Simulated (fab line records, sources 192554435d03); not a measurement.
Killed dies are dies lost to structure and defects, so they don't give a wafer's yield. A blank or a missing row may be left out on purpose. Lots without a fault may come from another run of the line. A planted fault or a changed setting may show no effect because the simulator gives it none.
fab line records | flow n5_finfet | part 1 of 2: steps 1 to 6 of 7
record lots=7 wafers=20 last_day=17
route steps=1938 shown BEOL_M4@1111 BEOL_M11@1581 BEOL_M15@1830 PASSIVATION@1936
lots that met no fault: from a run of the same line without faults
start_h: hours from the record's first day to the start of the lot's first wafer shown | wait_h: hours since the lot's step before | " the same as in the row above | L1.1+2: a row that stands for several wafers | - no value, or no start given | * or withheld: withheld | < > ~ a bound
route shown NAME@n: a module of which the file shows steps, and the number in the route of the first | usual: mean/standard deviation of fault-free wafers | same: alike in all rows | chamber/n: place in a boat | sites: the reading at each site | _std_site: their standard deviation | _edge_site: outer sites' mean less inner sites' | radius_mm: how far each site lies from the wafer's centre | mask NAME#n: copy n | behind: the tool/chamber that last shaped the wafer | hold: why the lot was held/for how many hours/how that ended | device: the transistor (n, p or np) that didn't switch | end of line: the same wafers' tests at the end of the route | a step without rows: its recipe alone | killed: dies lost to structure and defects at the first sort, not the wafer's yield | map: a wafer's dies, x killed, . not, _ none there
set.NAME: the setting as run; set.NAME@STEP: as run at that earlier step | model.NAME: the simulator's own value behind a step, which no gauge read
steps of the route over a sample of lots; a table a step, a row a wafer
services: from which hour (start_h, from the record's first day; less than 0 if before it) a tool's chamber was out of use, for how many hours, and why
## steps
# step N5_BEOL_M4_RC_MEAS_101
# usual DIBL_N=35.7/1.5 DIBL_P=35.7/2 IOFF_N=0.155/0.026 IOFF_P=0.20/0.031 ION_N=675/11 ION_P=462/7.1 SS_N=71.3/0.57 SS_P=73.1/0.56 VT_N=250/3 VT_P=-251/3
# columns lot.wafer tool chamber start_h wait_h DIBL_N[mV/V] DIBL_P[mV/V] IOFF_N[nA/um] IOFF_P[nA/um] ION_N[uA/um] ION_P[uA/um] SS_N[mV/dec] SS_P[mV/dec] VT_N[mV] VT_P[mV]
L116.1 prober-02 0 175.87 0.0 36.7 36.3 0.153 0.21 667 459 71.6 72.7 251 -252
L116.3 " 0 " " 37.2 36.8 0.171 0.23 673 459 71.7 73.6 250 -249
L116.6 " 0 " " 35.3 34.4 0.142 0.18 666 461 71.2 72.6 252 -251
L118.1 prober-02 0 194.13 0.0 34.0 33.8 0.141 0.19 683 462 71.2 72.1 250 -250
L118.3 " 0 " " 36.0 37.2 0.186 0.26 685 468 71.9 73.3 245 -246
L118.6 " 0 " " 33.7 33.5 0.142 0.19 678 465 70.4 72.3 249 -250
L119.1 prober-01 0 195.18 0.0 33.4 31.3 0.106 0.17 662 458 70.5 72.4 255 -253
L119.3 " 0 " " 34.5 33.0 0.128 0.19 681 469 71.2 73.6 252 -251
L119.6 " 0 " " 38.2 37.4 0.184 0.25 683 470 72.4 74.7 248 -248
L121.1 prober-01 0 198.41 0.0 32.8 32.8 0.124 0.17 669 460 71.5 72.4 251 -251
L121.3 " 0 " " 30.9 30.8 0.101 0.14 638 444 69.9 71.8 256 -255
L121.4 " 0 " " 34.8 34.6 0.152 0.19 676 460 71.7 72.7 247 -252
L123.1 prober-01 0 217.48 0.7 34.3 34.2 0.123 0.16 676 456 71.0 73.0 253 -253
L123.5 " 0 " " 32.5 31.7 0.099 0.13 658 453 70.8 71.9 257 -258
L135.3 prober-01 0 286.34 0.3 34.8 33.1 0.112 0.18 654 458 71.0 72.4 255 -251
L135.4 " 0 " " 36.9 36.3 0.160 0.23 682 474 71.2 73.0 248 -247
L135.6 " 0 " " 36.3 35.8 0.146 0.22 679 468 71.5 72.6 250 -249
L136.1 prober-01 0 305.37 0.0 34.4 34.9 0.137 0.18 666 456 71.0 72.7 251 -253
L136.5 " 0 " " 33.9 34.4 0.128 0.18 659 456 71.1 72.4 252 -255
L136.6 " 0 " " 36.7 37.3 0.166 0.21 675 459 71.2 73.2 250 -253
# step N5_BEOL_M11_OCD_MEAS_38
# usual trench_depth_nm=148.2/2
# columns lot.wafer tool chamber start_h wait_h trench_depth_nm
L116.1 ocd-02 - 241.12 - 148.8
L116.3 " - " " 144.9
L116.6 " - " " 150.5
L118.1 ocd-02 - 257.07 - 151.8
L118.3 " - " " 147.1
L118.6 " - " " 145.7
L121.1 ocd-02 - 261.94 - 153.0
L121.3 " - " " 148.3
L121.4 " - " " 151.6
L119.1 ocd-01 - 262.63 - 150.2
L119.3 " - " " 149.1
L119.6 " - " " 149.1
L123.1 ocd-02 - 281.82 - 149.0
L123.5 " - " " 145.7
L135.3 ocd-01 - 347.40 - 148.6
L135.4 " - " " 147.5
L135.6 " - " " 147.2
L136.1 ocd-01 - 370.35 - 149.6
L136.5 " - " " 149.8
L136.6 " - " " 147.8
# step N5_BEOL_M11_ALD_74
# recipe material=TaN target_thk_a=20 temp_c=275 ald_precursor_family=PDMAT ald_co_reactant=NH3 pressure_torr=3 carrier_flow_sccm=1500 pulse_time_s=2 purge_time_s=3 co_reactant_purge_time_s=2 co_reactant_pulse_time_s=3 ald_cycles=40 precursor_vessel_temp_c=75 precursor_vessel_pressure_torr=26.25 precursor_vessel_carrier_sccm=1000
# usual ald_cycles=40/0 chamber_pressure_Torr=2.998/0.0062 heater_power_outer_w=237/23 heater_power_w=422/39
# same co_reactant_purge_time_s=2
# columns lot.wafer tool chamber start_h wait_h ald_cycles chamber_pressure_Torr heater_power_outer_w heater_power_w
L116.1 ald_metal-02 0 242.49 0.3 40 2.998 252 450
L116.3 " 1 " " 40 3.007 213 375
L116.6 " 3 " " 40 3.004 284 488
L118.1 ald_metal-02 3 258.39 0.0 40 2.996 285 501
L118.3 " 0 " " 40 2.995 256 437
L118.6 " 0 " " 40 2.993 248 429
L121.1 ald_metal-02 1 262.77 0.1 40 3.003 218 377
L121.3 " 3 " " 40 3.006 281 506
L121.4 " 0 " " 13 2.995 250 439
L119.1 ald_metal-02 2 263.85 0.1 40 2.993 235 432
L119.3 " 0 " " 13 3.001 241 441
L119.6 " 2 " " 40 3.003 248 424
L123.1 ald_metal-02 0 282.55 0.1 13 2.997 241 426
L123.5 " 1 " " 40 3.008 213 379
L135.3 ald_metal-04 0 348.55 0.1 40 2.998 241 400
L135.4 " 2 " " 40 2.999 253 425
L135.6 " 1 " " 40 2.990 222 448
L136.1 ald_metal-03 0 371.30 0.3 40 2.990 198 361
L136.5 " 3 " " 40 2.994 214 386
L136.6 " 2 " " 40 2.991 227 408
# step N5_BEOL_M11_ANNEAL_51
# recipe temp_c=225 time_s=90 ambient=N2
# usual wafer_temp_C_max=225.65/0.21
# columns lot.wafer tool chamber start_h wait_h wafer_temp_C_max
L116.1 rtp_anneal-01 0 244.78 0.1 225.69
L116.3 " 0 " " 225.89
L116.6 " 0 " " 225.64
L118.1 rtp_anneal-01 0 259.21 0.1 225.62
L118.3 " 0 " " 225.63
L118.6 " 0 " " 225.43
L121.1 rtp_anneal-02 0 263.68 0.1 225.46
L121.3 " 0 " " 225.33
L121.4 " 0 " " 225.44
L119.1 rtp_anneal-02 0 264.68 0.1 225.77
L119.3 " 0 " " 225.81
L119.6 " 0 " " 225.60
L123.1 rtp_anneal-02 0 283.41 0.1 225.87
L123.5 " 0 " " 225.53
L135.3 rtp_anneal-02 0 349.56 0.2 225.95
L135.4 " 0 " " 225.83
L135.6 " 0 " " 226.13
L136.1 rtp_anneal-02 0 374.04 0.2 225.97
L136.5 " 0 " " 225.73
L136.6 " 0 " " 225.82
# step N5_BEOL_M11_DEP_56
# recipe material=SiCN target_thk_a=300 temp_c=withheld precursor=3MS/NH3 pressure_torr=3 rf_w=675 time_s=10.5
# usual chamber_pressure_Torr=3.000/0.0062 showerhead_plenum_p_Torr=4.156/0.012 throttle_valve_pct=17.8/0.91
# columns lot.wafer tool chamber start_h wait_h chamber_pressure_Torr showerhead_plenum_p_Torr throttle_valve_pct
L116.1 pecvd-03 2 245.44 0.0 2.992 4.183 17.0
L116.3 " 0 " " 2.990 4.145 19.4
L116.6 " 2 " " 2.998 4.184 17.0
L118.1 pecvd-03 0 259.86 0.0 3.002 4.155 19.1
L118.3 " 1 " " 2.984 4.143 17.5
L118.6 " 1 " " 2.998 4.153 18.0
L121.1 pecvd-03 2 264.35 0.0 2.997 4.169 16.9
L121.3 " 0 " " 3.000 4.135 19.0
L121.4 " 2 " " 2.990 4.168 17.0
L119.1 pecvd-04 1 265.33 0.0 2.989 4.146 17.6
L119.3 " 0 " " 3.005 4.157 19.0
L119.6 " 0 " " 2.999 4.151 19.2
L123.1 pecvd-02 2 284.07 0.0 3.001 4.172 17.6
L123.5 " 2 " " 2.996 4.164 17.8
L135.3 pecvd-04 1 350.15 0.0 2.990 4.149 17.9
L135.4 " 2 " " 3.003 4.147 16.8
L135.6 " 1 " " 2.995 4.155 17.5
L136.1 pecvd-02 2 374.69 0.0 2.992 4.174 17.9
L136.5 " 2 " " 3.002 4.160 17.6
L136.6 " 0 " " 2.984 4.164 18.5
# step N5_BEOL_M15_RC_MEAS_101
# usual etest_temp_c=25.00/0.094 COMB_M10=1.5e-11/3.1e-12 COMB_M11=1.5e-11/3.1e-12 COMB_M11_max_site=2.1e-11/4.8e-12 COMB_M12=7e-12/1.3e-12 COMB_M13=5.5e-12/1e-12 COMB_M13_max_site=7.6e-12/1.6e-12 COMB_M14=4.1e-12/7.1e-13 COMB_M15=3.2e-12/5.9e-13 COMB_M5=3.7e-11/7.8e-12 COMB_M6=2.6e-11/5.1e-12 COMB_M7=2.5e-11/5.4e-12 COMB_M8=2.7e-11/5.7e-12 COMB_M9=1.5e-11/3e-12 COMB_M9_max_site=2.1e-11/4.6e-12 SERP_M10=3.07/0.091 SERP_M11=3.10/0.076 SERP_M11_max_site=3.19/0.08 SERP_M12=0.632/0.016 SERP_M13=0.310/0.0062 SERP_M14=0.159/0.0051 SERP_M5=38.9/1.7 SERP_M6=13.7/0.57 SERP_M6_max_site=14.3/0.64 SERP_M7=14.0/0.52 SERP_M8=13.6/0.59 SERP_M9=3.08/0.082
# columns lot.wafer tool chamber start_h wait_h etest_temp_c COMB_M10[S/m] COMB_M11[S/m] COMB_M11_max_site[S/m] COMB_M12[S/m] COMB_M13[S/m] COMB_M13_max_site[S/m] COMB_M14[S/m] COMB_M15[S/m] COMB_M5[S/m] COMB_M6[S/m] COMB_M7[S/m] COMB_M8[S/m] COMB_M9[S/m] COMB_M9_max_site[S/m] SERP_M10[ohm/um] SERP_M11[ohm/um] SERP_M11_max_site[ohm/um] SERP_M12[ohm/um] SERP_M13[ohm/um] SERP_M14[ohm/um] SERP_M5[ohm/um] SERP_M6[ohm/um] SERP_M6_max_site[ohm/um] SERP_M7[ohm/um] SERP_M8[ohm/um] SERP_M9[ohm/um]
L116.1 prober-01 0 272.61 0.0 25.15 1.5e-11 1.2e-11 1.7e-11 8e-12 4.9e-12 5.2e-12 4.3e-12 2.4e-12 2.6e-11 2.6e-11 3.2e-11 2.1e-11 1.3e-11 1.6e-11 2.78 3.01 3.09 0.625 0.302 0.159 37.4 14.2 14.6 14.8 13.2 3.05
L116.3 " 0 " " 24.95 1.4e-11 1.4e-11 2.1e-11 9.4e-12 3.6e-12 4.6e-12 4.1e-12 3e-12 4.9e-11 3.3e-11 3.2e-11 2.8e-11 1.6e-11 1.8e-11 3.03 3.14 3.22 0.613 0.312 0.163 39.3 13.6 14.2 14.7 13.7 3.09
L116.6 " 0 " " 25.16 1.2e-11 1.4e-11 1.8e-11 6.2e-12 4.8e-12 5.9e-12 3.4e-12 3e-12 2.6e-11 2.7e-11 3.5e-11 3.3e-11 1.5e-11 2.1e-11 2.90 3.04 3.13 0.605 0.315 0.167 38.2 14.4 14.9 14.9 12.8 3.02
L118.1 prober-01 0 284.35 0.0 25.12 1.5e-11 1.1e-11 1.3e-11 7.4e-12 4.6e-12 6.1e-12 6.4e-12 2.3e-12 3.1e-11 2e-11 3.1e-11 2.9e-11 1.3e-11 1.8e-11 3.12 3.00 3.15 0.636 0.312 0.164 40.8 15.5 16.3 13.7 14.3 3.16
L118.3 " 0 " " 24.99 2.1e-11 1.5e-11 2.2e-11 7.3e-12 6.7e-12 8.3e-12 4.3e-12 2.6e-12 3.6e-11 1.7e-11 3.3e-11 2.4e-11 1.3e-11 1.9e-11 2.97 3.10 3.23 0.657 0.300 0.165 40.5 13.6 14.3 13.5 13.4 2.99
L118.6 " 0 " " 24.90 1.6e-11 1e-11 1.4e-11 6.4e-12 4.2e-12 5.9e-12 4.3e-12 3.8e-12 4e-11 3.1e-11 2.6e-11 2.5e-11 1.2e-11 1.6e-11 2.91 3.26 3.33 0.661 0.308 0.163 41.2 14.0 14.6 13.1 12.8 3.09
L121.1 prober-02 0 284.93 0.0 24.98 2.1e-11 1.1e-11 2.2e-11 8e-12 6e-12 8.2e-12 3.9e-12 2.2e-12 4.3e-11 3.6e-11 3.3e-11 2.6e-11 1.5e-11 2.7e-11 2.94 3.03 3.11 0.625 0.303 0.153 39.1 13.6 14.2 13.9 13.0 2.92
L121.3 " 0 " " 25.14 2e-11 1.6e-11 2.4e-11 5.8e-12 4.6e-12 5.4e-12 3.8e-12 3.6e-12 2.9e-11 3.1e-11 2.4e-11 2.3e-11 1.3e-11 1.6e-11 3.02 3.07 3.15 0.666 0.322 0.152 38.3 13.6 14.0 13.9 12.8 3.04
L121.4 " 0 " " 25.15 1.1e-11 4.33e-10 6.9e-10 9.5e-12 5.3e-12 8.5e-12 2.8e-12 2.7e-12 3.8e-11 2.6e-11 2.4e-11 2.2e-11 1.6e-11 1.8e-11 3.03 2.86 2.97 0.643 0.313 0.151 41.3 13.7 14.5 13.3 13.3 2.89
L119.1 prober-01 0 294.40 0.0 24.84 2.2e-11 2.1e-11 2.8e-11 7.6e-12 6.6e-12 7.4e-12 4.6e-12 2.9e-12 3e-11 3.3e-11 2.6e-11 2.5e-11 2.1e-11 2.7e-11 3.04 3.04 3.06 0.626 0.326 0.151 41.3 14.0 15.0 13.9 14.1 3.21
L119.3 " 0 " " 24.78 1.8e-11 6.61e-10 9.84e-10 6e-12 4.7e-12 7.5e-12 5e-12 2.5e-12 4.1e-11 2.1e-11 2.2e-11 2.2e-11 1.7e-11 2.5e-11 3.02 2.86 2.95 0.637 0.313 0.165 40.1 13.9 14.3 13.9 14.0 3.07
L119.6 " 0 " " 24.88 1.5e-11 1.3e-11 2.9e-11 6.7e-12 7.3e-12 1.18e-11 4.2e-12 3.6e-12 3.8e-11 1.9e-11 2.2e-11 2.3e-11 1.5e-11 2e-11 3.11 2.99 3.02 0.652 0.311 0.156 40.3 13.2 13.8 14.2 14.0 3.10
L123.1 prober-01 0 316.77 0.0 25.12 1.4e-11 7.71e-10 1.001e-09 6.2e-12 6.1e-12 9.3e-12 5e-12 4.1e-12 3.4e-11 3.4e-11 3.3e-11 3.3e-11 1.3e-11 1.8e-11 3.13 2.89 2.97 0.650 0.305 0.157 36.2 12.9 13.6 13.4 13.1 3.12
L123.5 " 0 " " 25.06 1.9e-11 1.6e-11 2.2e-11 6.6e-12 5.8e-12 7.5e-12 4.3e-12 3.3e-12 5.2e-11 2.3e-11 2.1e-11 2.9e-11 1.1e-11 2e-11 3.01 3.21 3.28 0.638 0.319 0.156 36.6 12.8 13.2 13.8 13.6 3.10
L135.3 prober-01 0 373.09 0.3 24.98 1.2e-11 1.5e-11 2.2e-11 7.3e-12 4e-12 5.5e-12 4.7e-12 3.2e-12 6e-11 2.1e-11 3e-11 2.9e-11 1.8e-11 2.6e-11 3.05 3.15 3.21 0.615 0.305 0.161 42.2 13.7 14.1 13.3 14.4 3.08
L135.4 " 0 " " 24.95 1.3e-11 1.1e-11 1.7e-11 6.1e-12 6.4e-12 1.22e-11 4.1e-12 3.6e-12 4.7e-11 3e-11 2.9e-11 2.5e-11 1.1e-11 1.6e-11 3.15 3.13 3.18 0.615 0.315 0.163 44.7 13.3 13.9 13.6 14.4 3.05
L135.6 " 0 " " 25.07 1.3e-11 1.4e-11 2.2e-11 6.2e-12 6e-12 1.01e-11 3.5e-12 3.4e-12 6.8e-11 1.9e-11 1.7e-11 3e-11 1.9e-11 3e-11 3.03 3.15 3.18 0.617 0.314 0.161 44.1 14.2 14.6 13.6 14.9 3.09
L136.1 prober-02 0 398.38 0.0 25.13 1.3e-11 1.7e-11 2.1e-11 3.9e-12 6.2e-12 8.2e-12 4.7e-12 2.8e-12 2.9e-11 2.4e-11 1.8e-11 3.4e-11 1.7e-11 2.1e-11 2.96 3.07 3.23 0.631 0.322 0.158 37.4 13.6 13.9 13.5 14.1 3.09
L136.5 " 0 " " 24.88 1.2e-11 1.3e-11 2.2e-11 4.9e-12 5.1e-12 8.3e-12 3.5e-12 3e-12 2.3e-11 3.4e-11 1.8e-11 2e-11 1.1e-11 1.2e-11 2.98 3.07 3.11 0.646 0.312 0.159 36.6 13.5 13.9 13.8 13.7 3.10
L136.6 " 0 " " 25.24 1.5e-11 1e-11 1.7e-11 3.8e-12 6.6e-12 9.9e-12 4.7e-12 3.1e-12 3.2e-11 2.4e-11 1.8e-11 3.4e-11 1.4e-11 1.7e-11 2.97 3.08 3.15 0.625 0.310 0.156 37.1 12.9 13.6 14.5 14.9 3.03
# sites COMB_M11 radius_mm=0,75,75,75,75,140,140,140,140
L116.1 1.5e-11 1.1e-11 1.5e-11 1.4e-11 1.7e-11 1.2e-11 1e-11 9e-12 7e-12
L118.1 8e-12 1.3e-11 1.2e-11 1.1e-11 1.2e-11 1.2e-11 9e-12 8e-12 1e-11
L121.1 1.4e-11 1.4e-11 2.2e-11 1.2e-11 9e-12 1e-11 1.1e-11 1.1e-11 1.1e-11
L119.1 2.1e-11 1.7e-11 2.2e-11 2.8e-11 1.6e-11 1.4e-11 2.3e-11 1.7e-11 2.4e-11
L123.1 1.001e-09 7.71e-10 7.96e-10 6.96e-10 8.53e-10 6.37e-10 6.19e-10 6.78e-10 8.4e-10
L135.3 1.5e-11 1.6e-11 1.6e-11 1.2e-11 1.1e-11 1e-11 1.5e-11 1.4e-11 2.2e-11
L136.1 1.1e-11 1.8e-11 1.7e-11 1.4e-11 2e-11 8e-12 1.9e-11 2.1e-11 1.6e-11
# sites SERP_M11 radius_mm=0,75,75,75,75,140,140,140,140
L116.1 3.06 3.01 3.09 3.06 2.98 2.98 3.00 3.08 2.96
L118.1 2.86 2.96 3.00 2.97 2.95 3.06 3.14 3.15 3.05
L121.1 3.11 3.07 3.03 3.05 3.05 2.92 2.91 2.84 2.93
L119.1 3.06 3.04 3.05 3.05 3.05 2.87 3.01 2.93 3.00
L123.1 2.86 2.89 2.91 2.89 2.85 2.87 2.92 2.97 2.86
L135.3 3.21 3.19 3.15 3.20 3.16 3.08 3.04 3.07 2.99
L136.1 3.02 3.09 3.05 3.07 3.06 3.23 3.12 3.05 3.17
## key
first_sign step=N5_BEOL_M11_ALD_74 reading=ald_cycles direction=down sigmas=99+ usual=* struck=*
effect step=N5_BEOL_M15_RC_MEAS_101 reading=COMB_M11 direction=up sigmas=99+ usual=1.5e-11 struck=6.21e-10
effect step=N5_PASSIVATION_PROBE_49 reading=sort_bin_4_leakage direction=up sigmas=39 usual=0 struck=3.28
more_kills_born_at N5_BEOL_M11_ALD_74@ald_metal-02=116
met_at N5_BEOL_M11_ALD_74
struck_lots L119,L121,L123
struck_wafers L119.3,L121.4,L123.1
not_acting_at N5_BEOL_M11_OCD_MEAS_38,N5_BEOL_M11_ANNEAL_51,N5_BEOL_M11_DEP_56
onset_between 258.39 262.77
fault kind=process_parameter_drift tool=ald_metal-02 chamber=0 onset_h=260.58 steps=N5_BEOL_M11_ALD_74 channel=ald_cycles offset=* shape=step acts_in=* stated=*
